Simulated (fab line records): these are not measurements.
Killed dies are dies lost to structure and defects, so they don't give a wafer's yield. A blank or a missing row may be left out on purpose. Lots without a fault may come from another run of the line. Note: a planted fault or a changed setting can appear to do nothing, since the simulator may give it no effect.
Lot-split experiment -- flow n5_finfet -- 21 wafers read across 7 lots, on a route 1938 steps long

== ABOUT THE SPLIT ==
At N5_BEOL_M7_COAT_22 (resist thk 30 nm), the setting spin_rpm was moved away from the recipe's 1500 rpm on 6 of the 21 wafers read, by -10.7% to +9.8%. For the rest of the wafers, this setting stayed at what the recipe calls for.

== FROM THE SPLIT TO THE READING: what the file shows between them, 3 steps ==
- N5_BEOL_M7_EBR_24
- N5_BEOL_M7_SOFTBAKE_23: time 60 s
- N5_BEOL_M7_DESCUM_33: chemistry O2, time 7 s

== THE READING ==
CAR-EUV_of_BEOL_M7_COAT_22.thk_nm (the simulator's own value, which no gauge read), in nm, at N5_BEOL_M7_ETCH_72 (etches underlayer in N2/H2, target depth 6.5 nm, time 5.2 s). The file does not state a usual value for it. Average 20.3 nm, standard deviation 0.1 nm, over the 15 wafers here run with the recipe.

wafer,"tool, chamber at the split","spin_rpm as run, rpm",against the recipe,"CAR-EUV_of_BEOL_M7_COAT_22.thk_nm, nm",against lot-mates on the recipe
L078.1,"litho_track-01, 0",1500,recipe,20.2,-
L078.4,"litho_track-01, 0",1382,-7.9%,21.8,+1.6
L078.5,"litho_track-01, 0",1382,-7.9%,21.6,+1.4
L085.2,"litho_track-02, 0",1500,recipe,20.2,-
L085.4,"litho_track-02, 0",1500,recipe,20.2,-
L085.6,"litho_track-02, 0",1500,recipe,20.2,-
L086.1,"litho_track-01, 0",1500,recipe,20.2,-
L086.3,"litho_track-01, 0",1647,+9.8%,19,-1.2
L086.6,"litho_track-01, 0",1647,+9.8%,18.8,-1.4
L087.2,"litho_track-04, 0",1340,-10.7%,22,+1.8
L087.6,"litho_track-04, 0",1340,-10.7%,22,+1.8
L087.3,"litho_track-04, 0",1500,recipe,20.2,-
L091.2,"litho_track-02, 0",1500,recipe,20.4,-
L091.3,"litho_track-02, 0",1500,recipe,20.4,-
L091.4,"litho_track-02, 0",1500,recipe,20.2,-
L095.1,"litho_track-02, 0",1500,recipe,20.4,-
L095.3,"litho_track-02, 0",1500,recipe,20.4,-
L095.2,"litho_track-02, 0",1500,recipe,20.2,-
L097.1,"litho_track-02, 0",1500,recipe,20.4,-
L097.2,"litho_track-02, 0",1500,recipe,20.4,-
L097.4,"litho_track-02, 0",1500,recipe,20.4,-

THE FIT
A straight line over all 21 wafers: CAR-EUV_of_BEOL_M7_COAT_22.thk_nm changes by -0.157 nm for each +1% of spin_rpm; r = -0.99; the points scatter about the line by 0.12 nm.
The same after taking each lot's own level away (the mean of its wafers on the recipe; 21 wafers): -0.159 nm for each +1%; r = -0.99; scatter 0.13 nm.
On that fit, the largest move of spin_rpm shifts the reading by 1.7 nm.
Across the lots, their own levels run from 20.20 to 20.40 nm, a range of 2.0 times the standard deviation given above.
So the lot-to-lot level changes the slope little: the two slopes agree.
Check: for one of the wafers moved furthest among these (-10.7%), held out of the fit, the line's prediction against its lot-mates is +1.74 nm. Against them it came out at +1.8 nm.

== OTHER SPLITS APPLIED TO THESE WAFERS ==
Note: prior to the reading, these wafers also went through further splits. Each is held against what the fit with the lots' levels taken away leaves over:
other split on the same wafers,wafers away from the commonest value,r with CAR-EUV_of_BEOL_M7_COAT_22.thk_nm (lot level and that fit taken away)
N5_BEOL_M6_ILD_DEP_00 time_s,10,+0.05
N5_BEOL_M7_COAT_63 spin_rpm,8,+0.18

== THE WHOLE CHAIN: every reading that the file lists as answering this split, in the file's order ==
step,what it does,reading,change (the file's fit),r (the file's)
N5_BEOL_M7_COAT_22,resist thk 30 nm,"CAR-EUV_of_BEOL_M7_COAT_22.thk_nm (the simulator's own value, which no gauge read)",-0.148 nm for each +1% of the setting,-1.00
N5_BEOL_M7_ETCH_72,"etches underlayer in N2/H2, target depth 6.5 nm, time 5.2 s","CAR-EUV_of_BEOL_M7_COAT_22.thk_nm (the simulator's own value, which no gauge read)",-0.161 nm for each +1% of the setting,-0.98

== THE FILE'S OWN FIT ==
CAR-EUV_of_BEOL_M7_COAT_22.thk_nm changes by -0.161 nm for each +1% of spin_rpm, r = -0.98.
